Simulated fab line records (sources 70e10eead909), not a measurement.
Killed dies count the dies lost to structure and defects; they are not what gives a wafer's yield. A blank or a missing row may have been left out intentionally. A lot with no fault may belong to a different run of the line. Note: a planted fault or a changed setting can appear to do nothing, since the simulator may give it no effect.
fab line records / flow nandHarc
record: lots: 14 wafers: 42 lastDay: 34
route steps=1302 shown A_CHANNEL_FILL_D1@517 A_DECK1_JOINT@539 A_ONON_D2@553 END@1302
lots that met no fault: from a run of the same line without faults
startH: start of the lot's first displayed wafer, in hours after the record's first day / waitH: how many hours have passed since the lot's step before this one / " the same as in the row above / L1.1+2: one row covering several wafers at once / - no value, or no start given / * or withheld: withheld / < > ~ a bound
route shown NAME@n: a module of which the file shows steps, and the number in the route of the first / usual: mean and standard deviation over wafers with no fault / same: alike in all rows / chamber/n: place in a boat / sites: each site's reading / _std_site: the values' standard deviation / _edge_site: mean of outer sites minus mean of inner sites / radiusMm: how far each site lies from the wafer's centre / mask NAME#n: copy n / behind: tool/chamber where the wafer was last shaped / hold: what put the lot on hold/how long, in hours/how the hold closed / device: the transistor (n, p or np) that didn't switch / end of line: tests of these same wafers at the route's end / for a step that has no rows: nothing shown but its recipe / killed: count of dies lost to structure and defects at first sort (not the wafer's yield) / map: shows each die of a wafer: x if killed, . if not, _ if none is there
set.NAME: the setting that was run; set.NAME@STEP: the one run at that earlier step / model.NAME: the simulator's own value behind a step, which no gauge read
route steps across a sampled set of lots; one table per step, one row per wafer
services: a tool's chamber out of use, with start hour (startH, from the record's first day; less than 0 if before it), hours out, and reason
== steps ==
step: NHARC_A_CHANNEL_FILL_D1_INSPECT_13
usual: rawDefectCount: 302/90
lot.wafer=L174.2 tool=defectInspect-02 chamber=- startH=257.33 waitH=0.0 rawDefectCount=351
lot.wafer=L174.3 tool=defectInspect-02 chamber=- startH=257.33 waitH=0.0 rawDefectCount=291
lot.wafer=L174.4 tool=defectInspect-02 chamber=- startH=257.33 waitH=0.0 rawDefectCount=286
lot.wafer=L176.1 tool=defectInspect-01 chamber=- startH=266.30 waitH=0.0 rawDefectCount=285
lot.wafer=L176.5 tool=defectInspect-01 chamber=- startH=266.30 waitH=0.0 rawDefectCount=380
lot.wafer=L176.6 tool=defectInspect-01 chamber=- startH=266.30 waitH=0.0 rawDefectCount=283
lot.wafer=L175.2 tool=defectInspect-02 chamber=- startH=266.30 waitH=0.0 rawDefectCount=225
lot.wafer=L175.3 tool=defectInspect-02 chamber=- startH=266.30 waitH=0.0 rawDefectCount=257
lot.wafer=L175.6 tool=defectInspect-02 chamber=- startH=266.30 waitH=0.0 rawDefectCount=379
lot.wafer=L173.4 tool=defectInspect-01 chamber=- startH=266.33 waitH=0.0 rawDefectCount=302
lot.wafer=L173.5 tool=defectInspect-01 chamber=- startH=266.33 waitH=0.0 rawDefectCount=260
lot.wafer=L173.6 tool=defectInspect-01 chamber=- startH=266.33 waitH=0.0 rawDefectCount=456
lot.wafer=L178.1 tool=defectInspect-01 chamber=- startH=283.19 waitH=0.0 rawDefectCount=463
lot.wafer=L178.4 tool=defectInspect-01 chamber=- startH=283.19 waitH=0.0 rawDefectCount=160
lot.wafer=L178.5 tool=defectInspect-01 chamber=- startH=283.19 waitH=0.0 rawDefectCount=440
lot.wafer=L179.4 tool=defectInspect-02 chamber=- startH=293.74 waitH=0.0 rawDefectCount=346
lot.wafer=L179.5 tool=defectInspect-02 chamber=- startH=293.74 waitH=0.0 rawDefectCount=241
lot.wafer=L179.6 tool=defectInspect-02 chamber=- startH=293.74 waitH=0.0 rawDefectCount=415
lot.wafer=L180.3 tool=defectInspect-01 chamber=- startH=314.48 waitH=0.0 rawDefectCount=327
lot.wafer=L180.4 tool=defectInspect-01 chamber=- startH=314.48 waitH=0.0 rawDefectCount=285
lot.wafer=L180.6 tool=defectInspect-01 chamber=- startH=314.48 waitH=0.0 rawDefectCount=261
lot.wafer=L181.2 tool=defectInspect-01 chamber=- startH=323.44 waitH=0.0 rawDefectCount=351
lot.wafer=L181.4 tool=defectInspect-01 chamber=- startH=323.44 waitH=0.0 rawDefectCount=322
lot.wafer=L181.5 tool=defectInspect-01 chamber=- startH=323.44 waitH=0.0 rawDefectCount=258
lot.wafer=L184.3 tool=defectInspect-02 chamber=- startH=345.93 waitH=0.0 rawDefectCount=267
lot.wafer=L184.5 tool=defectInspect-02 chamber=- startH=345.93 waitH=0.0 rawDefectCount=307
lot.wafer=L184.6 tool=defectInspect-02 chamber=- startH=345.93 waitH=0.0 rawDefectCount=244
lot.wafer=L183.1 tool=defectInspect-02 chamber=- startH=352.18 waitH=0.0 rawDefectCount=259
lot.wafer=L183.2 tool=defectInspect-02 chamber=- startH=352.18 waitH=0.0 rawDefectCount=557
lot.wafer=L183.5 tool=defectInspect-02 chamber=- startH=352.18 waitH=0.0 rawDefectCount=317
lot.wafer=L189.1 tool=defectInspect-01 chamber=- startH=399.06 waitH=0.0 rawDefectCount=261
lot.wafer=L189.2 tool=defectInspect-01 chamber=- startH=399.06 waitH=0.0 rawDefectCount=285
lot.wafer=L189.4 tool=defectInspect-01 chamber=- startH=399.06 waitH=0.0 rawDefectCount=305
lot.wafer=L190.3 tool=defectInspect-02 chamber=- startH=415.83 waitH=0.0 rawDefectCount=278
lot.wafer=L190.4 tool=defectInspect-02 chamber=- startH=415.83 waitH=0.0 rawDefectCount=356
lot.wafer=L190.5 tool=defectInspect-02 chamber=- startH=415.83 waitH=0.0 rawDefectCount=285
lot.wafer=L191.2 tool=defectInspect-02 chamber=- startH=420.51 waitH=0.0 rawDefectCount=454
lot.wafer=L191.3 tool=defectInspect-02 chamber=- startH=420.51 waitH=0.0 rawDefectCount=336
lot.wafer=L191.5 tool=defectInspect-02 chamber=- startH=420.51 waitH=0.0 rawDefectCount=240
lot.wafer=L196.1 tool=defectInspect-02 chamber=- startH=468.84 waitH=0.0 rawDefectCount=244
lot.wafer=L196.4 tool=defectInspect-02 chamber=- startH=468.84 waitH=0.0 rawDefectCount=360
lot.wafer=L196.6 tool=defectInspect-02 chamber=- startH=468.84 waitH=0.0 rawDefectCount=383
step: NHARC_A_DECK1_JOINT_CMP_02
recipe: material: SiOx
usual: edgeZonePressureFrac: 1.000/0.0044 motorCurrentA: 12.0/1 padLifeWafers: 192/93 slurryFilterDpKPa: 13.46/0.14
lot.wafer=L174.2 tool=cmp-02 chamber=3 startH=289.84 waitH=0.4 edgeZonePressureFrac=0.996 motorCurrentA=13.3 padLifeWafers=168 slurryFilterDpKPa=13.73
lot.wafer=L174.3 tool=cmp-02 chamber=1 startH=289.84 waitH=0.4 edgeZonePressureFrac=0.994 motorCurrentA=12.2 padLifeWafers=170 slurryFilterDpKPa=13.22
lot.wafer=L174.4 tool=cmp-02 chamber=2 startH=289.84 waitH=0.4 edgeZonePressureFrac=0.993 motorCurrentA=9.6 padLifeWafers=171 slurryFilterDpKPa=13.59
lot.wafer=L173.4 tool=cmp-03 chamber=1 startH=301.49 waitH=0.4 edgeZonePressureFrac=0.997 motorCurrentA=13.6 padLifeWafers=144 slurryFilterDpKPa=13.34
lot.wafer=L173.6 tool=cmp-03 chamber=1 startH=301.49 waitH=0.4 edgeZonePressureFrac=1.004 motorCurrentA=13.7 padLifeWafers=- slurryFilterDpKPa=13.25
lot.wafer=L173.5 tool=cmp-03 chamber=2 startH=301.49 waitH=0.4 edgeZonePressureFrac=1.001 motorCurrentA=11.4 padLifeWafers=- slurryFilterDpKPa=13.56
lot.wafer=L175.2 tool=cmp-02 chamber=3 startH=301.52 waitH=0.4 edgeZonePressureFrac=0.993 motorCurrentA=13.2 padLifeWafers=211 slurryFilterDpKPa=13.28
lot.wafer=L175.3 tool=cmp-02 chamber=0 startH=301.52 waitH=0.4 edgeZonePressureFrac=0.994 motorCurrentA=13.2 padLifeWafers=212 slurryFilterDpKPa=13.68
lot.wafer=L175.6 tool=cmp-02 chamber=2 startH=301.52 waitH=0.4 edgeZonePressureFrac=1.005 motorCurrentA=10.5 padLifeWafers=- slurryFilterDpKPa=13.32
lot.wafer=L176.1 tool=cmp-01 chamber=1 startH=301.52 waitH=0.4 edgeZonePressureFrac=0.999 motorCurrentA=10.7 padLifeWafers=55 slurryFilterDpKPa=13.26
lot.wafer=L176.5 tool=cmp-01 chamber=0 startH=301.52 waitH=0.4 edgeZonePressureFrac=0.998 motorCurrentA=12.6 padLifeWafers=- slurryFilterDpKPa=13.28
lot.wafer=L176.6 tool=cmp-01 chamber=1 startH=301.52 waitH=0.4 edgeZonePressureFrac=1.001 motorCurrentA=11.0 padLifeWafers=- slurryFilterDpKPa=13.78
lot.wafer=L178.4 tool=cmp-03 chamber=0 startH=317.23 waitH=0.4 edgeZonePressureFrac=1.002 motorCurrentA=11.3 padLifeWafers=210 slurryFilterDpKPa=13.25
lot.wafer=L178.1 tool=cmp-03 chamber=2 startH=317.23 waitH=0.4 edgeZonePressureFrac=0.998 motorCurrentA=11.7 padLifeWafers=212 slurryFilterDpKPa=13.40
lot.wafer=L178.5 tool=cmp-03 chamber=1 startH=317.23 waitH=0.4 edgeZonePressureFrac=1.001 motorCurrentA=13.2 padLifeWafers=- slurryFilterDpKPa=13.64
lot.wafer=L179.4 tool=cmp-01 chamber=0 startH=329.28 waitH=0.4 edgeZonePressureFrac=0.999 motorCurrentA=13.2 padLifeWafers=151 slurryFilterDpKPa=13.40
lot.wafer=L179.5 tool=cmp-01 chamber=3 startH=329.28 waitH=0.4 edgeZonePressureFrac=0.998 motorCurrentA=11.2 padLifeWafers=- slurryFilterDpKPa=13.46
lot.wafer=L179.6 tool=cmp-01 chamber=0 startH=329.28 waitH=0.4 edgeZonePressureFrac=1.005 motorCurrentA=13.5 padLifeWafers=- slurryFilterDpKPa=13.36
lot.wafer=L180.4 tool=cmp-03 chamber=2 startH=351.87 waitH=0.4 edgeZonePressureFrac=0.998 motorCurrentA=11.3 padLifeWafers=396 slurryFilterDpKPa=13.58
lot.wafer=L180.3 tool=cmp-03 chamber=0 startH=351.87 waitH=0.4 edgeZonePressureFrac=0.993 motorCurrentA=11.8 padLifeWafers=398 slurryFilterDpKPa=13.36
lot.wafer=L180.6 tool=cmp-03 chamber=3 startH=351.87 waitH=0.4 edgeZonePressureFrac=1.002 motorCurrentA=11.9 padLifeWafers=- slurryFilterDpKPa=13.63
lot.wafer=L181.4 tool=cmp-01 chamber=2 startH=359.36 waitH=0.4 edgeZonePressureFrac=1.004 motorCurrentA=13.2 padLifeWafers=270 slurryFilterDpKPa=13.55
lot.wafer=L181.2 tool=cmp-01 chamber=3 startH=359.36 waitH=0.4 edgeZonePressureFrac=0.998 motorCurrentA=11.5 padLifeWafers=271 slurryFilterDpKPa=13.52
lot.wafer=L181.5 tool=cmp-01 chamber=2 startH=359.36 waitH=0.4 edgeZonePressureFrac=0.995 motorCurrentA=12.9 padLifeWafers=- slurryFilterDpKPa=13.44
lot.wafer=L184.3 tool=cmp-01 chamber=0 startH=381.24 waitH=0.4 edgeZonePressureFrac=1.006 motorCurrentA=13.2 padLifeWafers=351 slurryFilterDpKPa=13.34
lot.wafer=L184.6 tool=cmp-01 chamber=1 startH=381.24 waitH=0.4 edgeZonePressureFrac=0.994 motorCurrentA=11.3 padLifeWafers=- slurryFilterDpKPa=13.60
lot.wafer=L184.5 tool=cmp-01 chamber=2 startH=381.24 waitH=0.4 edgeZonePressureFrac=0.995 motorCurrentA=12.9 padLifeWafers=- slurryFilterDpKPa=13.78
lot.wafer=L183.1 tool=cmp-03 chamber=2 startH=384.41 waitH=0.4 edgeZonePressureFrac=1.000 motorCurrentA=10.6 padLifeWafers=67 slurryFilterDpKPa=13.45
lot.wafer=L183.2 tool=cmp-03 chamber=0 startH=384.41 waitH=0.4 edgeZonePressureFrac=1.006 motorCurrentA=12.0 padLifeWafers=69 slurryFilterDpKPa=13.24
lot.wafer=L183.5 tool=cmp-03 chamber=1 startH=384.41 waitH=0.4 edgeZonePressureFrac=1.001 motorCurrentA=13.2 padLifeWafers=- slurryFilterDpKPa=13.44
lot.wafer=L189.4 tool=cmp-03 chamber=3 startH=433.26 waitH=0.4 edgeZonePressureFrac=1.004 motorCurrentA=11.8 padLifeWafers=258 slurryFilterDpKPa=13.47
lot.wafer=L189.1 tool=cmp-03 chamber=1 startH=433.26 waitH=0.4 edgeZonePressureFrac=1.007 motorCurrentA=12.8 padLifeWafers=260 slurryFilterDpKPa=13.37
lot.wafer=L189.2 tool=cmp-03 chamber=2 startH=433.26 waitH=0.4 edgeZonePressureFrac=0.995 motorCurrentA=11.0 padLifeWafers=261 slurryFilterDpKPa=13.67
lot.wafer=L190.3 tool=cmp-01 chamber=1 startH=454.51 waitH=0.4 edgeZonePressureFrac=1.005 motorCurrentA=10.9 padLifeWafers=193 slurryFilterDpKPa=13.45
lot.wafer=L190.4 tool=cmp-01 chamber=3 startH=454.51 waitH=0.4 edgeZonePressureFrac=0.997 motorCurrentA=12.0 padLifeWafers=195 slurryFilterDpKPa=13.75
lot.wafer=L190.5 tool=cmp-01 chamber=1 startH=454.51 waitH=0.4 edgeZonePressureFrac=1.002 motorCurrentA=11.2 padLifeWafers=- slurryFilterDpKPa=13.35
lot.wafer=L191.2 tool=cmp-02 chamber=1 startH=456.79 waitH=0.4 edgeZonePressureFrac=1.000 motorCurrentA=12.0 padLifeWafers=84 slurryFilterDpKPa=13.47
lot.wafer=L191.3 tool=cmp-02 chamber=0 startH=456.79 waitH=0.4 edgeZonePressureFrac=0.999 motorCurrentA=13.2 padLifeWafers=87 slurryFilterDpKPa=13.34
lot.wafer=L191.5 tool=cmp-02 chamber=2 startH=456.79 waitH=0.4 edgeZonePressureFrac=1.004 motorCurrentA=10.1 padLifeWafers=- slurryFilterDpKPa=13.56
lot.wafer=L196.1 tool=cmp-01 chamber=2 startH=503.14 waitH=0.4 edgeZonePressureFrac=0.996 motorCurrentA=12.9 padLifeWafers=48 slurryFilterDpKPa=13.62
lot.wafer=L196.4 tool=cmp-01 chamber=0 startH=503.14 waitH=0.4 edgeZonePressureFrac=0.998 motorCurrentA=12.4 padLifeWafers=50 slurryFilterDpKPa=13.46
lot.wafer=L196.6 tool=cmp-01 chamber=2 startH=503.14 waitH=0.4 edgeZonePressureFrac=0.999 motorCurrentA=12.8 padLifeWafers=- slurryFilterDpKPa=13.63
step: NHARC_A_ONON_D2_DEP_12
recipe: targetThkA: 10000 n2FlowSccm: 2750 n2oFlowSccm: 2000 nh3FlowSccm: 500 sih4FlowSccm: 210 tempC: 400
usual: n2FlowSccm: 2749/8.1 n2oFlowSccm: 2000/5.2 sih4FlowSccm: 210.0/0.57
lot.wafer=L174.2 tool=pecvdOnon-03 chamber=0 startH=292.94 waitH=0.1 n2FlowSccm=2755 n2oFlowSccm=2000 sih4FlowSccm=210.7
lot.wafer=L174.3 tool=pecvdOnon-03 chamber=0 startH=292.94 waitH=0.1 n2FlowSccm=2747 n2oFlowSccm=1998 sih4FlowSccm=210.8
lot.wafer=L174.4 tool=pecvdOnon-03 chamber=0 startH=292.94 waitH=0.1 n2FlowSccm=2750 n2oFlowSccm=1994 sih4FlowSccm=210.0
lot.wafer=L176.1 tool=pecvdOnon-04 chamber=0 startH=304.53 waitH=0.1 n2FlowSccm=2748 n2oFlowSccm=2000 sih4FlowSccm=209.9
lot.wafer=L176.5 tool=pecvdOnon-04 chamber=0 startH=304.53 waitH=0.1 n2FlowSccm=2760 n2oFlowSccm=2004 sih4FlowSccm=210.0
lot.wafer=L176.6 tool=pecvdOnon-04 chamber=0 startH=304.53 waitH=0.1 n2FlowSccm=2759 n2oFlowSccm=1995 sih4FlowSccm=209.9
lot.wafer=L173.4 tool=pecvdOnon-01 chamber=0 startH=304.70 waitH=0.2 n2FlowSccm=2750 n2oFlowSccm=2003 sih4FlowSccm=209.7
lot.wafer=L173.5 tool=pecvdOnon-01 chamber=0 startH=304.70 waitH=0.2 n2FlowSccm=2748 n2oFlowSccm=1997 sih4FlowSccm=209.5
lot.wafer=L173.6 tool=pecvdOnon-01 chamber=0 startH=304.70 waitH=0.2 n2FlowSccm=2749 n2oFlowSccm=2003 sih4FlowSccm=209.8
lot.wafer=L175.2 tool=pecvdOnon-03 chamber=0 startH=304.71 waitH=0.1 n2FlowSccm=2770 n2oFlowSccm=2000 sih4FlowSccm=209.3
lot.wafer=L175.3 tool=pecvdOnon-03 chamber=0 startH=304.71 waitH=0.1 n2FlowSccm=2754 n2oFlowSccm=2004 sih4FlowSccm=209.4
lot.wafer=L175.6 tool=pecvdOnon-03 chamber=0 startH=304.71 waitH=0.1 n2FlowSccm=2747 n2oFlowSccm=2007 sih4FlowSccm=209.6
lot.wafer=L178.1 tool=pecvdOnon-01 chamber=0 startH=320.29 waitH=0.1 n2FlowSccm=2744 n2oFlowSccm=1993 sih4FlowSccm=210.1
lot.wafer=L178.4 tool=pecvdOnon-01 chamber=0 startH=320.29 waitH=0.1 n2FlowSccm=2747 n2oFlowSccm=1994 sih4FlowSccm=209.3
lot.wafer=L178.5 tool=pecvdOnon-01 chamber=0 startH=320.29 waitH=0.1 n2FlowSccm=2750 n2oFlowSccm=1999 sih4FlowSccm=209.5
lot.wafer=L179.4 tool=pecvdOnon-04 chamber=0 startH=332.47 waitH=0.2 n2FlowSccm=2746 n2oFlowSccm=1998 sih4FlowSccm=210.2
lot.wafer=L179.5 tool=pecvdOnon-04 chamber=0 startH=332.47 waitH=0.2 n2FlowSccm=2739 n2oFlowSccm=2000 sih4FlowSccm=210.0
lot.wafer=L179.6 tool=pecvdOnon-04 chamber=0 startH=332.47 waitH=0.2 n2FlowSccm=2746 n2oFlowSccm=1999 sih4FlowSccm=210.0
lot.wafer=L180.3 tool=pecvdOnon-03 chamber=0 startH=355.03 waitH=0.2 n2FlowSccm=2752 n2oFlowSccm=2001 sih4FlowSccm=209.8
lot.wafer=L180.4 tool=pecvdOnon-03 chamber=0 startH=355.03 waitH=0.2 n2FlowSccm=2748 n2oFlowSccm=1995 sih4FlowSccm=209.2
lot.wafer=L180.6 tool=pecvdOnon-03 chamber=0 startH=355.03 waitH=0.2 n2FlowSccm=2753 n2oFlowSccm=1995 sih4FlowSccm=210.8
lot.wafer=L181.2 tool=pecvdOnon-03 chamber=0 startH=362.49 waitH=0.1 n2FlowSccm=2747 n2oFlowSccm=1998 sih4FlowSccm=211.0
lot.wafer=L181.4 tool=pecvdOnon-03 chamber=0 startH=362.49 waitH=0.1 n2FlowSccm=2749 n2oFlowSccm=2006 sih4FlowSccm=210.8
lot.wafer=L181.5 tool=pecvdOnon-03 chamber=0 startH=362.49 waitH=0.1 n2FlowSccm=2744 n2oFlowSccm=1992 sih4FlowSccm=210.8
lot.wafer=L184.3 tool=pecvdOnon-01 chamber=0 startH=384.32 waitH=0.2 n2FlowSccm=2728 n2oFlowSccm=2000 sih4FlowSccm=209.2
lot.wafer=L184.5 tool=pecvdOnon-01 chamber=0 startH=384.32 waitH=0.2 n2FlowSccm=2732 n2oFlowSccm=2000 sih4FlowSccm=209.1
lot.wafer=L184.6 tool=pecvdOnon-01 chamber=0 startH=384.32 waitH=0.2 n2FlowSccm=2727 n2oFlowSccm=2005 sih4FlowSccm=209.9
lot.wafer=L183.1 tool=pecvdOnon-04 chamber=0 startH=387.44 waitH=0.1 n2FlowSccm=2762 n2oFlowSccm=2007 sih4FlowSccm=210.6
lot.wafer=L183.2 tool=pecvdOnon-04 chamber=0 startH=387.44 waitH=0.1 n2FlowSccm=2740 n2oFlowSccm=2011 sih4FlowSccm=210.3
lot.wafer=L183.5 tool=pecvdOnon-04 chamber=0 startH=387.44 waitH=0.1 n2FlowSccm=2752 n2oFlowSccm=2005 sih4FlowSccm=210.4
lot.wafer=L189.1 tool=pecvdOnon-01 chamber=- startH=436.32 waitH=0.1 n2FlowSccm=- n2oFlowSccm=- sih4FlowSccm=-
lot.wafer=L189.2 tool=pecvdOnon-01 chamber=- startH=436.32 waitH=0.1 n2FlowSccm=- n2oFlowSccm=- sih4FlowSccm=-
lot.wafer=L189.4 tool=pecvdOnon-01 chamber=- startH=436.32 waitH=0.1 n2FlowSccm=- n2oFlowSccm=- sih4FlowSccm=-
lot.wafer=L190.3 tool=pecvdOnon-03 chamber=- startH=457.63 waitH=0.2 n2FlowSccm=- n2oFlowSccm=- sih4FlowSccm=-
lot.wafer=L190.4 tool=pecvdOnon-03 chamber=- startH=457.63 waitH=0.2 n2FlowSccm=- n2oFlowSccm=- sih4FlowSccm=-
lot.wafer=L190.5 tool=pecvdOnon-03 chamber=- startH=457.63 waitH=0.2 n2FlowSccm=- n2oFlowSccm=- sih4FlowSccm=-
lot.wafer=L191.2 tool=pecvdOnon-03 chamber=- startH=460.27 waitH=0.1 n2FlowSccm=- n2oFlowSccm=- sih4FlowSccm=-
lot.wafer=L191.3 tool=pecvdOnon-03 chamber=- startH=460.27 waitH=0.1 n2FlowSccm=- n2oFlowSccm=- sih4FlowSccm=-
lot.wafer=L191.5 tool=pecvdOnon-03 chamber=- startH=460.27 waitH=0.1 n2FlowSccm=- n2oFlowSccm=- sih4FlowSccm=-
lot.wafer=L196.1 tool=pecvdOnon-03 chamber=0 startH=506.17 waitH=0.1 n2FlowSccm=2739 n2oFlowSccm=1996 sih4FlowSccm=209.1
lot.wafer=L196.4 tool=pecvdOnon-03 chamber=0 startH=506.17 waitH=0.1 n2FlowSccm=2748 n2oFlowSccm=1999 sih4FlowSccm=209.1
lot.wafer=L196.6 tool=pecvdOnon-03 chamber=0 startH=506.17 waitH=0.1 n2FlowSccm=2752 n2oFlowSccm=2003 sih4FlowSccm=209.3
step: NHARC_END_SORT_01
recipe: tempC: 25
usual: killedAtArray: 58/20 killedAtOther: 0.8/1 killedAtPeriphery: 4.6/2.8 killedDies: 63/19 killedOpen: 3.4/2 killedShort: 2.4/1.8
same: grossDies: 677
lot.wafer=L189.1 tool=prober-01 chamber=0 startH=726.57 waitH=2.5 killedAtArray=675 killedAtOther=1 killedAtPeriphery=1 killedDies=677 killedOpen=3 killedShort=4
lot.wafer=L189.2 tool=prober-01 chamber=0 startH=727.37 waitH=2.8 killedAtArray=674 killedAtOther=0 killedAtPeriphery=3 killedDies=677 killedOpen=4 killedShort=0
lot.wafer=L189.4 tool=prober-01 chamber=0 startH=728.98 waitH=3.4 killedAtArray=675 killedAtOther=1 killedAtPeriphery=1 killedDies=677 killedOpen=0 killedShort=0
lot.wafer=L190.3 tool=prober-01 chamber=0 startH=763.07 waitH=3.1 killedAtArray=671 killedAtOther=0 killedAtPeriphery=6 killedDies=677 killedOpen=3 killedShort=4
lot.wafer=L190.4 tool=prober-01 chamber=0 startH=763.87 waitH=3.4 killedAtArray=675 killedAtOther=0 killedAtPeriphery=2 killedDies=677 killedOpen=4 killedShort=1
lot.wafer=L190.5 tool=prober-01 chamber=0 startH=764.67 waitH=3.7 killedAtArray=674 killedAtOther=0 killedAtPeriphery=3 killedDies=677 killedOpen=4 killedShort=2
lot.wafer=L191.2 tool=prober-01 chamber=0 startH=770.05 waitH=2.8 killedAtArray=674 killedAtOther=0 killedAtPeriphery=3 killedDies=677 killedOpen=4 killedShort=4
lot.wafer=L191.3 tool=prober-01 chamber=0 startH=770.86 waitH=3.1 killedAtArray=672 killedAtOther=1 killedAtPeriphery=4 killedDies=677 killedOpen=0 killedShort=1
lot.wafer=L191.5 tool=prober-01 chamber=0 startH=772.47 waitH=3.7 killedAtArray=668 killedAtOther=0 killedAtPeriphery=9 killedDies=677 killedOpen=7 killedShort=3
killed by level:class
L189.1 A_ONON_D2:areaDep=608 A_SLIT:chamberFilmFlake=35 A_CHANNEL_HOLE_D1:chamberFilmFlake=10 A_CONTACT:chamberFilmFlake=6 A_BLC:chamberFilmFlake=5 A_CHANNEL_FILL_D1:geometricParticle:short=2 A_STAIRCASE:chamberFilmFlake=2 A_CHANNEL_FILL_D1:geometricParticle:open=1
L189.2 A_ONON_D2:areaDep=628 A_SLIT:chamberFilmFlake=25 A_CHANNEL_HOLE_D1:chamberFilmFlake=13 A_CONTACT:chamberFilmFlake=3 A_SGD_CUT:chamberFilmFlake=2 P_M0:geometricParticle:open=1 P_M1:geometricParticle:open=1 A_ONON_D1:geometricParticle:open=1
L189.4 A_ONON_D2:areaDep=635 A_SLIT:chamberFilmFlake=21 A_CHANNEL_HOLE_D1:chamberFilmFlake=5 A_CONTACT:chamberFilmFlake=5 A_BLC:chamberFilmFlake=3 A_CHANNEL_FILL_D1:chamberFilmFlake=2 A_CHANNEL_FILL_D2:chamberFilmFlake=2 P_GATE:chamberFilmFlake=1
L190.3 A_ONON_D2:areaDep=638 A_SLIT:chamberFilmFlake=22 A_CHANNEL_HOLE_D1:chamberFilmFlake=4 P_M0:geometricParticle:short=2 A_WL_FILL:chamberFilmFlake=2 A_CONTACT:chamberFilmFlake=2 P_M0:geometricParticle:open=1 P_M1:geometricParticle:open=1
L190.4 A_ONON_D2:areaDep=628 A_SLIT:chamberFilmFlake=25 A_CHANNEL_HOLE_D1:chamberFilmFlake=8 A_STAIRCASE:chamberFilmFlake=3 A_CONTACT:chamberFilmFlake=3 A_WL_FILL:geometricParticle:open=2 A_WL_FILL:chamberFilmFlake=2 A_ONON_D1:geometricParticle:open=1
L190.5 A_ONON_D2:areaDep=609 A_SLIT:chamberFilmFlake=39 A_CHANNEL_HOLE_D1:chamberFilmFlake=13 A_STAIRCASE:chamberFilmFlake=5 A_WL_FILL:chamberFilmFlake=2 P_M1:geometricParticle:open=1 A_DECK1_JOINT:geometricParticle:short=1 A_ONON_D2:geometricParticle:short=1
L191.2 A_ONON_D2:areaDep=626 A_SLIT:chamberFilmFlake=20 A_CHANNEL_HOLE_D1:chamberFilmFlake=11 A_WL_FILL:chamberFilmFlake=3 A_CONTACT:chamberFilmFlake=3 A_CHANNEL_HOLE_D1:geometricParticle:open=2 A_CHANNEL_FILL_D2:geometricParticle:short=2 A_STAIRCASE:chamberFilmFlake=2
L191.3 A_ONON_D2:areaDep=592 A_SLIT:chamberFilmFlake=34 A_CHANNEL_HOLE_D1:chamberFilmFlake=30 A_CHANNEL_HOLE_D2:chamberFilmFlake=4 A_WL_FILL:chamberFilmFlake=4 A_CONTACT:chamberFilmFlake=4 P_ZERO_WELL:chamberFilmFlake=3 A_STAIRCASE:chamberFilmFlake=2
L191.5 A_ONON_D2:areaDep=622 A_CHANNEL_HOLE_D1:chamberFilmFlake=15 A_SLIT:chamberFilmFlake=15 A_CONTACT:chamberFilmFlake=7 P_CONTACT:geometricParticle:open=3 P_ZERO_WELL:chamberFilmFlake=3 P_CONTACT:geometricParticle:short=1 P_M0:geometricParticle:open=1
== services ==
tool=pecvdOnon-01 chamber=- startH=269.00 hours=13.0 kind=pm
tool=cmp-03 chamber=- startH=276.59 hours=1.0 kind=repair
tool=cmp-01 chamber=- startH=283.66 hours=4.0 kind=pm
tool=pecvdOnon-04 chamber=- startH=311.31 hours=13.0 kind=pm
tool=cmp-02 chamber=- startH=328.25 hours=0.4 kind=repair
tool=cmp-02 chamber=- startH=332.02 hours=4.0 kind=pm
tool=cmp-01 chamber=- startH=333.74 hours=0.8 kind=repair
tool=cmp-03 chamber=- startH=358.10 hours=4.0 kind=pm
tool=cmp-03 chamber=- startH=374.49 hours=3.8 kind=repair
tool=cmp-02 chamber=- startH=378.01 hours=3.6 kind=repair
tool=cmp-01 chamber=- startH=381.66 hours=4.0 kind=pm
tool=cmp-01 chamber=- startH=406.80 hours=3.8 kind=repair
tool=pecvdOnon-03 chamber=- startH=408.29 hours=13.0 kind=pm
tool=cmp-03 chamber=- startH=417.27 hours=1.0 kind=repair
tool=pecvdOnon-04 chamber=- startH=419.59 hours=6.2 kind=repair
tool=cmp-01 chamber=- startH=420.63 hours=3.0 kind=repair
tool=cmp-03 chamber=- startH=424.47 hours=1.9 kind=repair
tool=cmp-02 chamber=- startH=430.02 hours=4.0 kind=pm
tool=cmp-01 chamber=- startH=432.70 hours=0.5 kind=repair
tool=pecvdOnon-04 chamber=- startH=445.13 hours=1.8 kind=repair
tool=pecvdOnon-01 chamber=- startH=450.00 hours=13.0 kind=pm
tool=cmp-03 chamber=- startH=456.10 hours=4.0 kind=pm
tool=cmp-01 chamber=- startH=479.66 hours=4.0 kind=pm
tool=cmp-01 chamber=- startH=499.79 hours=1.3 kind=repair
== key ==
firstSign: step: NHARC_A_ONON_D2_DEP_12 reading: toolRecord direction: missing
effect: step: NHARC_END_SORT_01 reading: killedDies direction: up sigmas: 32 usual: 63 struck: 677
moreKillsBornAt: NHARC_A_ONON_D2_DEP_12@pecvdOnon-03: 3715 NHARC_A_ONON_D2_DEP_12@pecvdOnon-01: 1871
metAt NHARC_A_ONON_D2_DEP_12
struckLots L189,L190,L191
laterRowsLeftOut L189.1,L189.2,L189.4,L190.3,L190.4,L190.5,L191.2,L191.3,L191.5
testerLeftOut L189,L190,L191
notActingAt NHARC_A_CHANNEL_FILL_D1_INSPECT_13,NHARC_A_DECK1_JOINT_CMP_02
onsetBetween 384.32 436.32
fault: kind: skippedStepWhole tool: pecvdOnon-01,pecvdOnon-03 chamber: - onsetH: 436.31 steps: NHARC_A_ONON_D2_DEP_12 scope: struckLotsOnly
testerLeftOut: of these lots the tester's yield and bins aren't shown, on N5 and GAA mostly nor the transistor test; their killed dies are dies lost to structure and defects alone, not to doping, threshold or leakage, so they don't give the yield
laterRowsLeftOut: the simulator's readings of these wafers behind a module that went badly wrong aren't trusted and aren't shown, but for the sort
